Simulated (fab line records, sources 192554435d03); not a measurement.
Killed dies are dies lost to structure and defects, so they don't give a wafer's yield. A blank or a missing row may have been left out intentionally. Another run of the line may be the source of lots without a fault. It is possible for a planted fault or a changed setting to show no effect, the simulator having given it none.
Which of the tools did it? / flow n5 finfet / 24 lots with 72 wafers sampled at 2 steps, on a route of 1938 steps

## WHAT THE GAUGES READ, wafer by wafer
N5_BEOL_M14_OCD_MEAS_35. Usual: trench depth nm reads 556 nm (standard deviation 10).
lot=L075; measured=day 12 11:53; on=ocd-01; trench depth nm (nm)=566 569 563; flag=
lot=L074; measured=day 13 02:14; on=ocd-02; trench depth nm (nm)=567 569 568; flag=
lot=L076; measured=day 13 03:44; on=ocd-02; trench depth nm (nm)=556 565 554; flag=
lot=L077; measured=day 13 10:43; on=ocd-01; trench depth nm (nm)=559 561 553; flag=
lot=L078; measured=day 13 15:23; on=ocd-02; trench depth nm (nm)=551 561 557; flag=
lot=L079; measured=day 13 20:59; on=ocd-01; trench depth nm (nm)=568 572 560; flag=
lot=L082; measured=day 14 00:24; on=ocd-01; trench depth nm (nm)=538 542 539; flag=
lot=L081; measured=day 14 05:43; on=ocd-01; trench depth nm (nm)=566 558 562; flag=
lot=L080; measured=day 14 14:49; on=ocd-01; trench depth nm (nm)=541 545 542; flag=
lot=L083; measured=day 14 15:22; on=ocd-01; trench depth nm (nm)=568 555 562; flag=
lot=L084; measured=day 14 19:23; on=ocd-02; trench depth nm (nm)=566 553 559; flag=
lot=L085; measured=day 14 21:16; on=ocd-01; trench depth nm (nm)=551 546 547; flag=
lot=L086; measured=day 15 07:18; on=ocd-01; trench depth nm (nm)=567 571 561; flag=
lot=L088; measured=day 16 02:04; on=ocd-02; trench depth nm (nm)=548 554 546; flag=
lot=L087; measured=day 16 06:13; on=ocd-02; trench depth nm (nm)=546 543 542; flag=
lot=L091; measured=day 16 06:47; on=ocd-01; trench depth nm (nm)=575 566 574; flag=
lot=L089; measured=day 16 22:00; on=ocd-02; trench depth nm (nm)=538 546 544; flag=
lot=L090; measured=day 17 06:34; on=ocd-02; trench depth nm (nm)=561 563 562; flag=
lot=L093; measured=day 17 10:32; on=ocd-01; trench depth nm (nm)=543 552 555; flag=
lot=L092; measured=day 18 02:23; on=ocd-01; trench depth nm (nm)=552 552 554; flag=
lot=L094; measured=day 18 18:57; on=ocd-01; trench depth nm (nm)=553 559 555; flag=
lot=L095; measured=day 18 19:20; on=ocd-01; trench depth nm (nm)=552 550 556; flag=
lot=L097; measured=day 18 20:32; on=ocd-01; trench depth nm (nm)=554 544 551; flag=
lot=L096; measured=day 18 20:53; on=ocd-01; trench depth nm (nm)=572 553 549; flag=

N5_BEOL_M15_OVL_MEAS_29. Usual: for M15_OVL the level is -1 nm and the standard deviation is 5.1.
lot=L075; measured=day 12 18:01; on=overlay-01; M15_OVL (nm)=-8 -13 -16; flag=
lot=L074; measured=day 13 10:06; on=overlay-01; M15_OVL (nm)=-1 -4 -6; flag=
lot=L076; measured=day 13 10:56; on=overlay-01; M15_OVL (nm)=-4 -1 -9; flag=
lot=L077; measured=day 13 16:21; on=overlay-01; M15_OVL (nm)=-5 -5 -9; flag=
lot=L078; measured=day 13 20:22; on=overlay-01; M15_OVL (nm)=2 6 2; flag=
lot=L079; measured=day 14 03:14; on=overlay-02; M15_OVL (nm)=2 -3 1; flag=
lot=L082; measured=day 14 05:46; on=overlay-02; M15_OVL (nm)=-9 4 -2; flag=
lot=L081; measured=day 14 15:24; on=overlay-02; M15_OVL (nm)=6 2 -8; flag=
lot=L080; measured=day 14 20:21; on=overlay-02; M15_OVL (nm)=3 4 3; flag=
lot=L083; measured=day 14 22:04; on=overlay-02; M15_OVL (nm)=6 8 4; flag=
lot=L084; measured=day 15 03:28; on=overlay-01; M15_OVL (nm)=-8 -4 -5; flag=
lot=L085; measured=day 15 03:56; on=overlay-01; M15_OVL (nm)=2 0 -4; flag=
lot=L086; measured=day 15 12:03; on=overlay-02; M15_OVL (nm)=-12 -8 -6; flag=
lot=L088; measured=day 16 06:50; on=overlay-01; M15_OVL (nm)=3 2 4; flag=
lot=L087; measured=day 16 11:37; on=overlay-01; M15_OVL (nm)=-2 3 2; flag=
lot=L091; measured=day 16 11:52; on=overlay-02; M15_OVL (nm)=4 9 7; flag=
lot=L089; measured=day 17 02:43; on=overlay-01; M15_OVL (nm)=-5 -3 1; flag=
lot=L090; measured=day 17 11:32; on=overlay-02; M15_OVL (nm)=8 5 10; flag=
lot=L093; measured=day 17 20:01; on=overlay-01; M15_OVL (nm)=9 2 0; flag=
lot=L092; measured=day 18 07:29; on=overlay-01; M15_OVL (nm)=1 3 1; flag=
lot=L094; measured=day 18 23:33; on=overlay-02; M15_OVL (nm)=-3 3 7; flag=
lot=L095; measured=day 19 00:49; on=overlay-02; M15_OVL (nm)=-3 -5 -6; flag=
lot=L097; measured=day 19 02:55; on=overlay-02; M15_OVL (nm)=2 1 2; flag=
lot=L096; measured=day 19 02:46; on=overlay-02; M15_OVL (nm)=-9 -2 -2; flag=

## TOOL THAT RAN EACH LOT (tool first, then ch and the chambers of the sampled wafers, then the start)
There is no process step in the record ahead of these readings.

## WHAT THE TOOLS THEMSELVES READ (means of the sampled wafers that have a number; where no wafer has one, the mark that the record gives instead)
The record holds no such reading with a usual standard deviation.

## THE ANSWER, worked out from the rows above alone
Rule: a lot counts as off when the mean over its wafers that have a number is more than 3 standard deviations away from the usual mean. Also off: a lot with no number at a reading for which 4 or more lots have one. Where the step has rows for the other lots, those lots are counted as sound. Order of review: gauges by route order, followed by the tools' own readings, for which a lot's mean as printed above is used. The first step at which some lot is off is used, and at that step the reading that is off furthest; a lot without a number counts as furthest.
No lot is off on any of the readings shown, so nothing can be concluded from this.

## WHAT HAD BEEN PUT IN BY THE SIMULATOR
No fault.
